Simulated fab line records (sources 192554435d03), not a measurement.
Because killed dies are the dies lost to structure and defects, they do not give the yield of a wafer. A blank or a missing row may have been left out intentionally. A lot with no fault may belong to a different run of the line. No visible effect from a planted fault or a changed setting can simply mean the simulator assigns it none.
A struck lot beside a sound one || flow n5Finfet || 41 out of 1938 route steps
Sound: wafers L134.3, L134.4, L134.6. Struck: wafers L145.2, L145.3, L145.5. The cause is named last.
For every step that has rows: the tool of each side, followed by ch and its chambers, followed by its first start. Under that, the readings that differ: sound wafers || struck wafers || difference of the means || sigmas: that difference in standard deviations of wafers without a fault.
alike: words and numbers the same on both sides, and readings whose means are apart by under 2 such deviations; not compared: readings that were withheld, readings missing a value for some wafer, numbers with overlapping values and no deviation given by the record, and bounds like >300 which may hide the same value.
A row with sigmas, a row that says differs or no value, or rows on one side alone: a step with any of these is where the two part. Non-overlapping numbers with no deviation appear without sigmas and do not part them. A reading that every wafer of one side lacks parts them only if that side has two wafers or more.

first, 10 steps without rows for these wafers: N5_PMOS_HMC_CHANNEL_EPI_PRECLEAN_37 (cleans in O3/DIW, time 45 s); N5_PMOS_HMC_CHANNEL_EPI_PRECLEAN_24 (cleans in DHF, time 30 s); N5_PMOS_HMC_CHANNEL_EPI_SRD_25 (time 30 s); N5_PMOS_HMC_CHANNEL_EPI_EPI_26 (deposits Si from SiH4/H2, target thk 3.8 nm, time 22.7 s); N5_FIN_SAQP_PRECLEAN_42 (cleans in O3/DIW, time 60 s); N5_FIN_SAQP_PRECLEAN_00 (cleans in SC1, time 60 s); N5_FIN_SAQP_PRECLEAN_44 (cleans in SC2, time 45 s); N5_FIN_SAQP_SRD_01 (time 30 s); N5_FIN_SAQP_ALD_61 (deposits SiO2, target thk 4 nm, pulse time 1 s, purge time 2 s); N5_FIN_SAQP_DENSIFY_62 (time 60 s).
N5_FIN_SAQP_HM_DEP_03: deposits SiNx from SiH4/NH3/N2, target thk 38 nm, time 33.6 s.
  sound on pecvd-03 ch 0,1,2, day 2 15:13; struck on pecvd-03 ch 0,1,2, day 5 09:40
  alike: heaterPowerW, showerheadPlenumPTorr, throttleValvePct
then, 12 steps without rows for these wafers: N5_FIN_SAQP_PECVD_47 (deposits a-Si from SiH4/He, target thk 45 nm, time 36.3 s); N5_FIN_SAQP_PECVD_48 (deposits SiNx from SiH4/NH3/N2, target thk 25 nm, time 22.1 s); N5_FIN_SAQP_PECVD_06 (deposits a-Si from SiH4/He, target thk 60 nm, time 48.1 s); N5_FIN_SAQP_HM_DEP_72 (deposits SiO2 from SiH4/N2O, target thk 12 nm, time 7.2 s); N5_FIN_SAQP_COAT_49 (time 60 s, resist thk 100 nm); N5_FIN_SAQP_COAT_50 (time 60 s, resist thk 35 nm); N5_FIN_SAQP_COAT_10 (resist thk 90 nm); N5_FIN_SAQP_EBR_12; N5_FIN_SAQP_SOFTBAKE_11 (time 60 s); N5_FIN_SAQP_EXPOSE_13 (exposes mask FIN CORE, target cd 35.6 nm); N5_FIN_SAQP_PEB_14 (peb time 60 s); N5_FIN_SAQP_DEVELOP_15 (develop time 30 s).
N5_FIN_SAQP_INSPECT_18: inspects for defects (brightfield).
  struck on defectInspect-01, day 5 10:30; sound on defectInspect-01, day 2 16:04
{"reading": "rawDefectCount", "sound": "480 311 411", "struck": "1008 922 1020", "difference": "+583", "sigmas": "+5"}
then, 12 steps without rows for these wafers: N5_FIN_SAQP_DESCUM_21 (chemistry O2, time 7.9 s); N5_FIN_SAQP_ETCH_51 (etches SiARC in CF4, target depth 45.5 nm, time 75.8 s); N5_FIN_SAQP_ETCH_52 (etches SOC in N2/H2, target depth 100 nm, overetch 20 nm, time 150 s); N5_FIN_SAQP_STRIP_53 (strips in N2/H2); N5_FIN_SAQP_HM_OPEN_73 (chemistry CHF3/O2, target SiO2, stops on a-Si, target depth 12 nm, time 16.8 s); N5_FIN_SAQP_STRIP_74 (strips in CHF3/O2); N5_FIN_SAQP_MANDREL_ETCH_22 (etches a-Si in HBr/Cl2, stops on SiNx, target depth 60 nm, bt time 10 s, time 30 s); N5_FIN_SAQP_STRIP_55 (strips in N2/H2); N5_FIN_SAQP_STRIP_23 (strips in SPM, time 750 s); N5_FIN_SAQP_SRD_66 (time 30 s); N5_FIN_SAQP_RECESS_75 (chemistry HF/NH3, target SiO2, target depth 14.4 nm, afs cycles 3, sublimation time 60 s); N5_FIN_SAQP_SPACER1_ALD_24 (deposits SiO2, target thk 20.3 nm, pulse time 1 s, purge time 2 s).
N5_FIN_SAQP_INSPECT_40: inspects for defects (brightfield).
  struck on defectInspect-01, day 5 14:48; sound on defectInspect-02, day 2 21:06
{"reading": "rawDefectCount", "sound": "344 190 233", "struck": "841 768 814", "difference": "+552", "sigmas": "+10"}
N5_FIN_CUT_INSPECT_10: inspects for defects (brightfield).
  struck on defectInspect-01, day 5 15:11; sound on defectInspect-02, day 2 21:30
{"reading": "rawDefectCount", "sound": "57 24 50", "struck": "727 678 690", "difference": "+655", "sigmas": "+65"}
N5_FIN_CUT_INSPECT_17: inspects for defects (brightfield).
  struck on defectInspect-02, day 5 16:08; sound on defectInspect-01, day 2 22:26
{"reading": "rawDefectCount", "sound": "330 183 243", "struck": "858 785 836", "difference": "+574", "sigmas": "+10"}
-- record jumps: 6 days separate the struck wafers' starts on either side; left off in module FIN_CUT, taken up again in module BEOL_M4, whose first shown step is the route's number 1111 --
N5_BEOL_M4_RC_MEAS_101:
  sound on prober-02 ch 0, day 8 13:30; struck on prober-01 ch 0, day 11 20:44
  alike: DIBL_N, DIBL_P, IOFF_N, IOFF_P, ION_N, ION_P, SS_N, SS_P, VT_N, VT_P
-- record jumps: 4 days separate the struck wafers' starts on either side; left off in module BEOL_M4, taken up again in module PASSIVATION, whose first shown step is the route's number 1936 --
N5_PASSIVATION_PROBE_49:
  record: rows for the struck wafers here (prober-01, day 16 05:00), none for the sound ones

WHERE THEY PART
Last at N5_PASSIVATION_PROBE_49 as far as this record goes, first at N5_FIN_SAQP_INSPECT_18.

WHY: whatever the simulator had introduced
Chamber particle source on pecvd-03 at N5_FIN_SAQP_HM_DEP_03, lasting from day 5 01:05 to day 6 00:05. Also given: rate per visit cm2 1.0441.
